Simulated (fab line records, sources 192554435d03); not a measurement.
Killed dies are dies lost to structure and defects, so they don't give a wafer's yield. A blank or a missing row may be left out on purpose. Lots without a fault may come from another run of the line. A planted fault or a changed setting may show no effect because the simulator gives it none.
fab line records | flow n5_finfet
record lots=5 wafers=13 last_day=15
route steps=1938 shown BEOL_M2@879 BEOL_M4@1111 PASSIVATION@1936
lots that met no fault: from a run of the same line without faults
start_h: hours from the record's first day to the start of the lot's first wafer shown | wait_h: hours since the lot's step before | " the same as in the row above | L1.1+2: a row that stands for several wafers | - no value, or no start given | * or withheld: withheld | < > ~ a bound
route shown NAME@n: a module of which the file shows steps, and the number in the route of the first | usual: mean/standard deviation of fault-free wafers | same: alike in all rows | chamber/n: place in a boat | sites: the reading at each site | _std_site: their standard deviation | _edge_site: outer sites' mean less inner sites' | radius_mm: how far each site lies from the wafer's centre | mask NAME#n: copy n | behind: the tool/chamber that last shaped the wafer | hold: why the lot was held/for how many hours/how that ended | device: the transistor (n, p or np) that didn't switch | end of line: the same wafers' tests at the end of the route | a step without rows: its recipe alone | killed: dies lost to structure and defects at the first sort, not the wafer's yield | map: a wafer's dies, x killed, . not, _ none there
set.NAME: the setting as run; set.NAME@STEP: as run at that earlier step | model.NAME: the simulator's own value behind a step, which no gauge read
lots at some steps of the route; a table a step, a row a wafer
services: from which hour (start_h, from the record's first day; less than 0 if before it) a tool's chamber was out of use, for how many hours, and why
## steps
# step N5_BEOL_M2_DESCUM_33
# recipe chemistry=O2 time_s=7 source_power_w=50 bias_power_w=20 pressure_mtorr=20 rf_frequency_hz=2.712e+07 temp_c=40 resist=CAR-EUV o2_flow_sccm=225
# step N5_BEOL_M2_ETCH_77
# recipe chemistry=N2/H2 target=underlayer target_depth_a=65 mask_material=CAR-EUV time_s=5.2 ion_energy_ev=200 pressure_mtorr=30 source_w=840 bias_w=150 n2_flow_sccm=200 h2_flow_sccm=200 ends=cleared
# step N5_BEOL_M2_ETCH_69
# recipe chemistry=CF4 target=SiARC target_depth_a=156 mask_material=CAR-EUV time_s=26 ion_energy_ev=80 pressure_mtorr=40 source_w=545 bias_w=36 Ar_flow_sccm=100 cf4_flow_sccm=100 ends=cleared
# step N5_BEOL_M2_ALD_98
# recipe material=SiO2 target_thk_a=25 temp_c=100 ald_precursor_family=BDEAS ald_co_reactant=O2-plasma pulse_time_s=1 co_reactant_pulse_time_s=1 purge_time_s=2 co_reactant_purge_time_s=2 ald_cycles=17 pressure_torr=2
# step N5_BEOL_M2_ETCHBACK_99
# recipe chemistry=CHF3 target=SiO2 target_depth_a=50 time_s=10.4 source_w=215 bias_w=47 Ar_flow_sccm=200 CHF3_flow_sccm=12 ion_energy_ev=100 pressure_mtorr=30
# step N5_BEOL_M2_ETCH_70
# recipe chemistry=N2/H2 target=SOC target_depth_a=800 overetch_a=240 mask_material=SiARC temp_c=40 time_s=130 ion_energy_ev=200 pressure_mtorr=30 source_w=840 bias_w=150 n2_flow_sccm=200 h2_flow_sccm=200
# step N5_BEOL_M2_STRIP_71
# recipe chemistry=N2/H2 temp_c=40 n2_flow_sccm=200 h2_flow_sccm=200 rf_frequency_hz=6e+07
# step N5_BEOL_M2_STRIP_78
# recipe chemistry=N2/H2 temp_c=40 n2_flow_sccm=200 h2_flow_sccm=200 rf_frequency_hz=6e+07
# step N5_BEOL_M2_VIA_ETCH_34
# recipe chemistry=C4F6/O2 target_depth_a=694 mask_material=SOC pressure_mtorr=15 ion_energy_ev=250 taper_deg=4 time_s=65.9 source_w=350 bias_w=170 Ar_flow_sccm=300 C4F6_flow_sccm=10 O2_flow_sccm=10
# step N5_BEOL_M2_STRIP_83
# recipe chemistry=C4F6/O2 resist=SiARC rf_frequency_hz=6e+07
# step N5_BEOL_M2_STRIP_36
# recipe chemistry=N2/H2 power_w=450 temp_c=40 pressure_mtorr=20 rf_frequency_hz=6e+07 overash_fraction=0.3 bias_power_w=7 h2_frac=0.5 n2_flow_sccm=200 h2_flow_sccm=200
# step N5_BEOL_M2_TRENCH_ETCH_37
# recipe chemistry=C4F6/O2 target_depth_a=555.55 target=SiOC time_s=29.2 ion_energy_ev=250 pressure_mtorr=30 source_w=355 bias_w=185 Ar_flow_sccm=300 C4F6_flow_sccm=10 O2_flow_sccm=10
# usual drypump_motor_current_A=5.9/0.51 oes_product_au=0.79/0.081 rf_vpp_V=666/5.4 showerhead_plenum_p_Torr=2.87/0.084 throttle_valve_pct=20.86/0.28
# columns lot.wafer tool chamber start_h wait_h drypump_motor_current_A oes_product_au rf_hours_counter_h rf_vpp_V showerhead_plenum_p_Torr throttle_valve_pct model.BEOL_M2.feature_depth_nm model.etch.depth_nm model.TiN_of_BEOL_M2_HM_DEP_02.thk_nm
L948.3 rie_diel-05 2 172.00 - 6.6 0.77 - 665 2.85 20.84 54.8 54.75 18
L948.4 " 3 " " 5.6 0.79 - 666 2.99 21.00 55.6 55.65 18.2
L948.5 " 2 " " 6.5 0.77 - 665 2.85 20.85 55 54.94 18.2
L951.2 rie_diel-05 3 181.71 - 5.6 0.78 128 666 2.99 21.01 46.2 46.17 17.8
L951.4 " 3 " " 5.6 0.77 - 665 2.99 21.01 54.6 54.67 17.6
L951.5 " 0 " " 5.6 0.82 - 670 2.76 20.67 54.4 54.47 17.4
L950.4 rie_diel-05 3 184.42 - 5.5 0.78 - 667 2.99 21.02 55.4 55.5 17.8
L950.6 " 2 " " 6.6 0.77 - 663 2.85 20.84 46.2 46.2 18.2
L954.2 rie_diel-05 2 205.05 - 6.6 0.76 160 663 2.85 20.87 46.2 46.21 18
L954.6 " 2 " " 6.6 0.76 - 663 2.85 20.88 46.2 46.18 17.8
L959.1 rie_diel-04 1 231.97 - 5.7 0.76 152 666 2.84 21.13 55.4 55.46 17.4
L959.4 " 2 " " 5.7 0.88 - 654 2.91 20.35 55.4 55.4 17.4
L959.6 " 1 " " 5.7 0.76 - 666 2.84 21.13 55.4 55.37 17.4
# step N5_BEOL_M2_ETCH_41
# recipe chemistry=CH3F/O2 target=SiCN target_depth_a=299 taper_deg=2 time_s=52.5 ion_energy_ev=120 mask_material=TiN pressure_mtorr=30 source_w=395 bias_w=75 Ar_flow_sccm=150 CH3F_flow_sccm=30 O2_flow_sccm=20
# step N5_BEOL_M2_STRIP_97
# recipe chemistry=N2/H2 time_s=10 power_w=450 temp_c=40 pressure_mtorr=20 rf_frequency_hz=6e+07 bias_power_w=7 n2_flow_sccm=200 h2_flow_sccm=200
# step N5_BEOL_M2_OCD_MEAS_38
# usual trench_depth_nm=55.1/0.69
# columns lot.wafer tool chamber start_h wait_h trench_depth_nm
L948.3 ocd-01 - 172.20 - 54.7
L948.4 " - " " 55.9
L948.5 " - " " 55.3
L951.2 ocd-02 - 181.87 - 46.5
L951.4 " - " " 54.6
L951.5 " - " " 54.3
L950.4 ocd-01 - 184.57 - 55.9
L950.6 " - " " 46.4
L954.2 ocd-02 - 205.21 - 46.3
L954.6 " - " " 45.9
L959.1 ocd-01 - 232.13 - 55.6
L959.4 " - " " 55.5
L959.6 " - " " 55.0
# step N5_BEOL_M2_HM_STRIP_39
# recipe chemistry=peroxide_tin_strip material=TiN target_depth_a=250 temp_c=50 time_s=158
# step N5_BEOL_M2_SRD_40
# recipe time_s=30 temp_c=23 rinse_liquid=diw dry=ipa_marangoni
# step N5_BEOL_M2_PRECLEAN_42
# recipe chemistry=residue_remover time_s=60 temp_c=40
# step N5_BEOL_M2_SRD_43
# recipe time_s=30 temp_c=23 rinse_liquid=diw dry=ipa_marangoni
# step N5_BEOL_M2_DEGAS_44
# recipe ambient=vacuum temp_c=250 time_s=60
# step N5_BEOL_M2_PRE_CLEAN_45
# recipe gas=H2/He time_s=30 temp_c=250
# step N5_BEOL_M2_ALD_84
# recipe material=TaN target_thk_a=* temp_c=275 ald_precursor_family=PDMAT ald_co_reactant=NH3 pressure_torr=3 carrier_flow_sccm=1500 pulse_time_s=2 purge_time_s=3 co_reactant_purge_time_s=2 co_reactant_pulse_time_s=3 ald_cycles=30 precursor_vessel_temp_c=75 precursor_vessel_pressure_torr=26.25 precursor_vessel_carrier_sccm=1000
# step N5_BEOL_M2_SURFACE_TREAT_85
# recipe gas=Ar time_s=* ion_energy_ev=* ion_current_ma_cm2=0.5 pressure_mtorr=* ar_flow_sccm=30
# step N5_BEOL_M2_CVD_47
# recipe material=Co target_thk_a=30 temp_c=withheld precursor=CCTBA/H2 pressure_torr=30 time_s=223.8
# step N5_BEOL_M2_SPUTTER_48
# recipe material=Cu target_thk_a=45 temp_c=-20 chamber_pressure_pa=0.07 power_w=withheld time_s=8.29
# step N5_BEOL_M2_ANNEAL_49
# recipe temp_c=400 time_s=240 ambient=vacuum
# step N5_BEOL_M2_SPUTTER_79
# recipe material=Cu target_thk_a=45 temp_c=-20 chamber_pressure_pa=0.07 power_w=withheld time_s=8.29
# step N5_BEOL_M2_ANNEAL_80
# recipe temp_c=400 time_s=240 ambient=vacuum
# step N5_BEOL_M2_SPUTTER_81
# recipe material=Cu target_thk_a=45 temp_c=-20 chamber_pressure_pa=0.07 power_w=withheld time_s=8.29
# step N5_BEOL_M2_ANNEAL_82
# recipe temp_c=400 time_s=240 ambient=vacuum
# step N5_BEOL_M2_SPUTTER_86
# recipe material=Cu target_thk_a=45 temp_c=-20 chamber_pressure_pa=0.07 power_w=withheld time_s=8.29
# step N5_BEOL_M2_ANNEAL_87
# recipe temp_c=400 time_s=240 ambient=vacuum
# step N5_BEOL_M2_SPUTTER_88
# recipe material=Cu target_thk_a=45 temp_c=-20 chamber_pressure_pa=0.07 power_w=withheld time_s=8.29
# step N5_BEOL_M2_ANNEAL_89
# recipe temp_c=400 time_s=240 ambient=vacuum
# step N5_BEOL_M2_SPUTTER_90
# recipe material=Cu target_thk_a=45 temp_c=-20 chamber_pressure_pa=0.07 power_w=withheld time_s=8.29
# step N5_BEOL_M2_ANNEAL_91
# recipe temp_c=400 time_s=240 ambient=vacuum
# step N5_BEOL_M2_SPUTTER_92
# recipe material=Cu target_thk_a=45 temp_c=-20 chamber_pressure_pa=0.07 power_w=withheld time_s=8.29
# step N5_BEOL_M2_ANNEAL_93
# recipe temp_c=400 time_s=240 ambient=vacuum
# step N5_BEOL_M2_SPUTTER_94
# recipe material=Cu target_thk_a=45 temp_c=-20 chamber_pressure_pa=0.07 power_w=withheld time_s=8.29
# step N5_BEOL_M2_ANNEAL_95
# recipe temp_c=400 time_s=240 ambient=vacuum
# step N5_BEOL_M2_CMP_52
# recipe stop_on=SiOC t_overpolish_s=6.8 down_force_psi=1 platen_rpm=50 clearing_platen_down_force_psi=1.5 clearing_platen_rpm=50 post_cmp_clean=cu_alkaline target_thk_nm=40 clearing_platen_pad_velocity_m_s=0.99484 pad_velocity_m_s=0.99484
# usual barrier_field_endpoint_s=24.8/0.55 motor_current_A=6.2/0.69 overpolish_run_s=6.801/0.0084 time_to_endpoint_s=63.8/2.8
# columns lot.wafer tool chamber start_h wait_h barrier_field_endpoint_s motor_current_A overpolish_run_s time_to_endpoint_s model.Cu_of_BEOL_M2_ECD_50.thk_nm
L948.3 cmp-01 1 175.31 0.2 24.1 7.9 6.800 63.4 39.8
L948.4 " 3 " " 24.8 5.7 6.784 65.1 40
L948.5 " 1 " " 24.7 7.8 6.792 62.7 39
L951.2 cmp-02 3 185.59 0.2 25.0 6.1 6.802 66.1 32
L951.4 " 1 " " 24.1 6.4 6.809 63.8 40.8
L951.5 " 3 " " 25.1 6.1 6.804 65.8 40
L950.4 cmp-02 1 187.77 0.2 24.1 6.3 6.795 62.7 40.6
L950.6 " 0 " " 24.2 6.5 6.794 62.5 31.8
L954.2 cmp-04 0 208.73 0.2 25.0 5.2 6.802 61.8 31
L954.6 " 3 " " 25.5 6.5 6.797 66.4 31
L959.1 cmp-02 2 236.39 0.3 24.6 5.3 6.804 66.6 41.2
L959.4 " 3 " " 25.6 6.5 6.804 68.1 40
L959.6 " 3 " " 25.3 6.5 6.803 67.0 40.6
# step N5_BEOL_M2_THK_MEAS_53
# recipe thk_meas_gauge=xrf reads=Cu_of_BEOL_M2_ECD_50
# usual M2_THK=39.8/1.1
# columns lot.wafer tool chamber start_h wait_h M2_THK[nm]
L948.3 film_metro-02 - 175.60 - 40.0
L948.4 " - " " 40.1
L948.5 " - " " 39.2
L951.2 film_metro-01 - 185.89 - 32.4
L951.4 " - " " 41.3
L951.5 " - " " 40.4
L950.4 film_metro-02 - 188.03 - 40.5
L950.6 " - " " 31.6
L954.2 film_metro-02 - 208.98 - 31.1
L954.6 " - " " 30.9
L959.1 film_metro-02 - 236.68 - 41.1
L959.4 " - " " 40.0
L959.6 " - " " 40.6
# step N5_BEOL_M2_RS_MEAS_58
# recipe thk_meas_gauge=four-point-probe reads=Co_of_BEOL_M2_CO_CAP_55+Cu_of_BEOL_M2_ECD_50+Co_of_BEOL_M2_CVD_47+TaN_of_BEOL_M2_ALD_84
# usual M2_RS=0.673/0.023
# columns lot.wafer tool chamber start_h wait_h M2_RS[ohm/sq]
L948.3 film_metro-01 - 175.89 0.1 0.674
L948.4 " - " " 0.668
L948.5 " - " " 0.689
L951.2 film_metro-01 - 186.23 0.1 0.895
L951.4 " - " " 0.653
L951.5 " - " " 0.668
L950.4 film_metro-02 - 188.29 0.0 0.656
L950.6 " - " " 0.908
L954.2 film_metro-01 - 209.26 0.1 0.932
L954.6 " - " " 0.934
L959.1 film_metro-02 - 236.94 0.0 0.645
L959.4 " - " " 0.670
L959.6 " - " " 0.655
# step N5_BEOL_M4_RC_MEAS_101
# usual DIBL_N=36.3/1.2 DIBL_P=36.1/1.6 IOFF_N=0.161/0.023 IOFF_P=0.209/0.027 ION_N=676/8.9 ION_P=462/5.3 SERP_M2=194/12 SERP_M2_max_site=206/13 SS_N=71.5/0.51 SS_P=73.2/0.5 VT_N=249.1/2.5 VT_P=-249.9/2.8
# columns lot.wafer tool chamber start_h wait_h DIBL_N[mV/V] DIBL_P[mV/V] IOFF_N[nA/um] IOFF_P[nA/um] ION_N[uA/um] ION_P[uA/um] SERP_M2[ohm/um] SERP_M2_max_site[ohm/um] SS_N[mV/dec] SS_P[mV/dec] VT_N[mV] VT_P[mV]
L948.3 prober-02 0 196.89 0.3 39.4 39.3 0.240 0.321 689 465 207 223 71.8 73.9 243.6 -242.6
L948.4 " 0 " " 35.7 34.6 0.152 0.226 670 468 185 197 70.9 72.7 250.1 -244.9
L948.5 " 0 " " 36.5 35.4 0.160 0.238 673 471 199 213 70.8 72.8 246.7 -245.7
L951.2 prober-02 0 206.46 0.2 35.5 33.1 0.138 0.183 666 460 244 269 71.2 72.3 250.0 -251.4
L951.4 " 0 " " 36.5 34.4 0.153 0.210 681 469 195 208 71.2 73.0 248.6 -248.4
L951.5 " 0 " " 37.1 35.1 0.161 0.212 679 469 189 197 71.8 73.5 249.0 -249.5
L950.4 prober-01 0 212.20 0.5 35.0 35.4 0.140 0.171 663 454 181 189 71.4 73.3 249.8 -253.8
L950.6 " 0 " " 35.1 36.0 0.145 0.176 686 466 257 277 71.4 72.9 249.1 -252.3
L954.2 prober-02 0 228.30 0.2 35.5 37.0 0.155 0.201 675 460 275 292 71.5 73.6 248.6 -251.1
L954.6 " 0 " " 36.9 38.6 0.180 0.229 692 465 262 277 71.6 73.5 247.1 -248.3
L959.1 prober-01 0 256.56 0.0 38.4 36.6 0.189 0.214 680 463 165 172 71.4 73.3 246.8 -251.5
L959.4 " 0 " " 37.1 35.1 0.146 0.190 663 459 169 182 71.3 73.0 252.3 -252.8
L959.6 " 0 " " 37.0 35.6 0.159 0.202 673 458 182 195 71.1 72.6 248.4 -249.5
# sites SERP_M2 radius_mm=0,75,75,75,75,140,140,140,140
L948.3 216 209 223 223 207 166 188 177 174
L951.2 259 244 269 269 249 217 239 226 233
L950.4 189 181 182 184 181 165 182 169 174
L954.2 288 281 275 292 275 240 250 261 258
L959.1 172 166 165 164 169 161 164 159 170
# step N5_PASSIVATION_PROBE_49
# usual defect_limited_yield=91.3/1.5 killed_at_M0_to_M3=35/10 killed_at_M4_up=13/5.3 killed_at_contacts=12/5.7 killed_at_front_end=39/11 killed_at_other=3.3/2.7 killed_dies=102/18 killed_open=67/13 killed_short=34/7.8 sort_bin_5_function=5.1/1 sort_bin_6_memory=3.3/0.68 sort_bin_8_speed=0/0 sort_n_pass=1078/18
# same gross_dies=1180 killed_at_back_side=0 sort_bin_4_leakage[%]=0
# columns lot.wafer tool chamber start_h wait_h defect_limited_yield[%] killed_at_M0_to_M3 killed_at_M4_up killed_at_contacts killed_at_front_end killed_at_other killed_dies killed_open killed_short sort_bin_5_function[%] sort_bin_6_memory[%] sort_bin_8_speed[%] sort_n_pass
L948.3 prober-01 - 290.86 0.1 91.6 39 20 15 23 2 99 77 21 4.7 3.6 0 1081
L948.4 prober-01 - 290.91 0.2 93.6 21 15 7 25 8 76 46 28 3.9 2.4 0 1104
L948.5 prober-01 - 290.96 0.2 91.9 26 17 19 24 10 96 59 37 4.3 3.6 0 1084
L951.2 prober-01 - 307.04 0.1 88.7 53 12 5 53 10 133 81 49 6.4 4.5 0.08 1047
L951.4 prober-01 - 307.14 0.2 91.6 31 14 6 47 1 99 64 34 5.0 3.2 0 1081
L951.5 prober-01 - 307.19 0.2 90.8 38 6 9 53 2 108 73 35 5.4 3.6 0 1072
L950.4 prober-01 - 309.11 0.2 91.8 16 16 18 45 2 97 71 25 4.2 4.0 0 1083
L950.6 prober-01 - 309.21 0.3 90.3 32 21 11 43 8 115 73 37 6.5 2.8 0 1065
L954.2 prober-02 - 328.13 0.1 90.8 26 9 16 56 1 108 74 29 5.4 3.1 0.25 1072
L954.6 prober-02 - 328.33 0.3 90.8 37 8 10 52 2 109 74 35 4.9 4.3 0 1071
L959.1 prober-02 - 358.48 0.0 90.8 40 11 12 41 5 109 72 37 5.3 3.6 0 1071
L959.4 prober-02 - 358.63 0.2 93.8 36 8 6 21 2 73 58 14 3.8 2.3 0 1107
L959.6 prober-02 - 358.73 0.3 90.3 45 11 6 49 3 114 72 42 5.0 4.1 0 1066
# killed by level:class
L948.3 MOL_CONTACT_COAG:geometric_particle:open=13 BEOL_M2:geometric_particle:open=8 BEOL_M0_SAQP:geometric_particle:open=7 BEOL_M3:geometric_particle:open=7 BEOL_M4:geometric_particle:open=6 FIN_SAQP:geometric_particle:open=5 DUMMY_GATE:geometric_particle:open=5 BEOL_M5:geometric_particle:open=5
L948.4 BEOL_M4:geometric_particle:open=8 STI_FIN_REVEAL:geometric_particle:open=6 BEOL_M0:geometric_particle:short=5 MOL_CONTACT_COAG:geometric_particle:short=4 BEOL_M1:geometric_particle:open=4 STARTING-WAFER:geometric_particle:short=4 FIN_SAQP:geometric_particle:open=3 DUMMY_GATE:geometric_particle:open=3
L948.5 MOL_CONTACT_COAG:geometric_particle:open=11 MOL_CONTACT_COAG:geometric_particle:short=8 BEOL_M4:geometric_particle:open=6 BEOL_M0_SAQP:geometric_particle:open=5 DUMMY_GATE:geometric_particle:open=4 BEOL_M0_SAQP:geometric_particle:short=4 BEOL_M1:geometric_particle:open=4 BEOL_M2:geometric_particle:open=4
L951.2 BEOL_M2:geometric_particle:open=20 FIN_SAQP:geometric_particle:short=14 FIN_SAQP:geometric_particle:open=11 BEOL_M0_SAQP:geometric_particle:open=11 BEOL_M0_SAQP:geometric_particle:short=6 BEOL_M2:geometric_particle:short=6 BEOL_M4:geometric_particle:open=6 STARTING-WAFER:geometric_particle:open=5
L951.4 FIN_SAQP:geometric_particle:open=11 FIN_SAQP:geometric_particle:short=9 BEOL_M0_SAQP:geometric_particle:short=9 DUMMY_GATE:geometric_particle:open=8 BEOL_M1:geometric_particle:open=7 BEOL_M2:geometric_particle:open=6 BEOL_M4:geometric_particle:open=6 BEOL_M0_SAQP:geometric_particle:open=5
L951.5 BEOL_M1:geometric_particle:open=11 BEOL_M2:geometric_particle:open=9 MOL_CONTACT_COAG:geometric_particle:open=8 BEOL_M0_SAQP:geometric_particle:short=8 FIN_SAQP:geometric_particle:open=6 STARTING-WAFER:geometric_particle:open=6 STI_FIN_REVEAL:geometric_particle:open=5 DUMMY_GATE:geometric_particle:open=5
L950.4 FIN_SAQP:geometric_particle:open=15 MOL_CONTACT_COAG:geometric_particle:open=14 STI_FIN_REVEAL:geometric_particle:open=7 BEOL_M4:geometric_particle:open=7 BEOL_M0_SAQP:geometric_particle:open=6 DUMMY_GATE:geometric_particle:open=5 BEOL_M4:geometric_particle:short=5 GATE_CUT:geometric_particle:open=4
L950.6 BEOL_M4:geometric_particle:open=10 BEOL_M2:geometric_particle:open=10 MOL_CONTACT_COAG:geometric_particle:open=9 BEOL_M0_SAQP:geometric_particle:short=9 DUMMY_GATE:geometric_particle:open=8 GATE_CUT:geometric_particle:short=8 FIN_SAQP:geometric_particle:open=6 BEOL_M1:geometric_particle:open=6
L954.2 FIN_SAQP:geometric_particle:open=17 MOL_CONTACT_COAG:geometric_particle:open=14 STI_FIN_REVEAL:geometric_particle:open=14 FIN_SAQP:geometric_particle:short=11 BEOL_M0_SAQP:geometric_particle:short=6 BEOL_M3:geometric_particle:open=6 BEOL_M4:geometric_particle:open=5 GATE_CUT:geometric_particle:open=3
L954.6 BEOL_M3:geometric_particle:open=15 STI_FIN_REVEAL:geometric_particle:open=12 MOL_CONTACT_COAG:geometric_particle:open=9 FIN_SAQP:geometric_particle:short=8 BEOL_M0_SAQP:geometric_particle:short=8 FIN_SAQP:geometric_particle:open=7 GATE_CUT:geometric_particle:short=6 BEOL_M0_SAQP:geometric_particle:open=5
L959.1 MOL_CONTACT_COAG:geometric_particle:open=9 BEOL_M3:geometric_particle:open=9 BEOL_M2:geometric_particle:open=8 GATE_CUT:geometric_particle:open=7 BEOL_M0_SAQP:geometric_particle:short=7 GATE_CUT:geometric_particle:short=6 BEOL_M4:geometric_particle:open=6 FIN_SAQP:geometric_particle:open=5
L959.4 BEOL_M1:geometric_particle:open=13 BEOL_M0_SAQP:geometric_particle:open=9 BEOL_M3:geometric_particle:open=7 STI_FIN_REVEAL:geometric_particle:open=6 BEOL_M4:geometric_particle:open=6 MOL_CONTACT_COAG:geometric_particle:open=4 GATE_CUT:geometric_particle:open=3 GATE_CUT:geometric_particle:short=3
L959.6 BEOL_M3:geometric_particle:open=15 GATE_CUT:geometric_particle:short=10 BEOL_M1:geometric_particle:open=7 GATE_CUT:geometric_particle:open=7 FIN_SAQP:geometric_particle:open=6 STI_FIN_REVEAL:geometric_particle:open=6 MOL_CONTACT_COAG:geometric_particle:open=5 BEOL_M0_SAQP:geometric_particle:open=5
## services
# columns tool chamber start_h hours kind
cmp-04 - 149.07 6.8 pm
cmp-01 - 160.18 2.3 repair
rie_diel-04 1 160.26 9.4 repair
cmp-04 - 164.22 2.1 repair
rie_diel-05 1 168.24 - clean
rie_diel-05 1 168.24 - consumable_replace:esc
rie_diel-05 1 168.24 - consumable_replace:focus_ring
rie_diel-05 1 168.24 23.1 scheduled_down
rie_diel-05 1 168.24 23.1 vent_cycle
cmp-04 - 174.93 1.3 repair
rie_diel-04 2 175.20 - clean
rie_diel-04 2 175.20 - consumable_replace:focus_ring
rie_diel-04 2 175.20 17.6 scheduled_down
rie_diel-04 2 175.20 17.6 vent_cycle
cmp-04 - 209.28 0.9 repair
rie_diel-04 2 210.03 5.3 repair
rie_diel-04 1 217.31 5.0 repair
rie_diel-04 0 226.04 - clean
rie_diel-04 0 226.04 - consumable_replace:focus_ring
rie_diel-04 0 226.04 - consumable_replace:showerhead
cmp-02 - 227.66 5.5 pm
cmp-01 - 227.77 4.0 pm
cmp-01 - 231.77 - consumable_replace:conditioner
cmp-01 - 231.77 - consumable_replace:pad
## key
first_sign step=N5_BEOL_M2_OCD_MEAS_38 reading=trench_depth_nm direction=down sigmas=13 usual=55.1 struck=46.3
effect step=N5_BEOL_M2_THK_MEAS_53 reading=M2_THK direction=down sigmas=7.3 usual=39.8 struck=31.5
effect step=N5_BEOL_M2_RS_MEAS_58 reading=M2_RS direction=up sigmas=11 usual=0.673 struck=0.917
effect step=N5_BEOL_M4_RC_MEAS_101 reading=SERP_M2 direction=up sigmas=5.7 usual=194 struck=260
effect step=N5_BEOL_M4_RC_MEAS_101 reading=SERP_M2_max_site direction=up sigmas=5.8 usual=206 struck=279
model_effect step=N5_BEOL_M2_TRENCH_ETCH_37 value=BEOL_M2.feature_depth_nm without=54.6 struck=46.2
model_effect step=N5_BEOL_M2_CMP_52 value=Cu_of_BEOL_M2_ECD_50.thk_nm without=39.85 struck=31.45
met_at N5_BEOL_M2_TRENCH_ETCH_37
struck_wafers L950.6,L951.2,L954.2,L954.6
onset_between 172.00 181.71
fault kind=process_parameter_drift tool=rie_diel-05 chamber=- onset_h=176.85 steps=N5_BEOL_M2_TRENCH_ETCH_37 channel=target_depth_a offset=-85.416 shape=step end_h=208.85 scope=struck_wafers_only acts_in=these_recipes_only stated=555.55
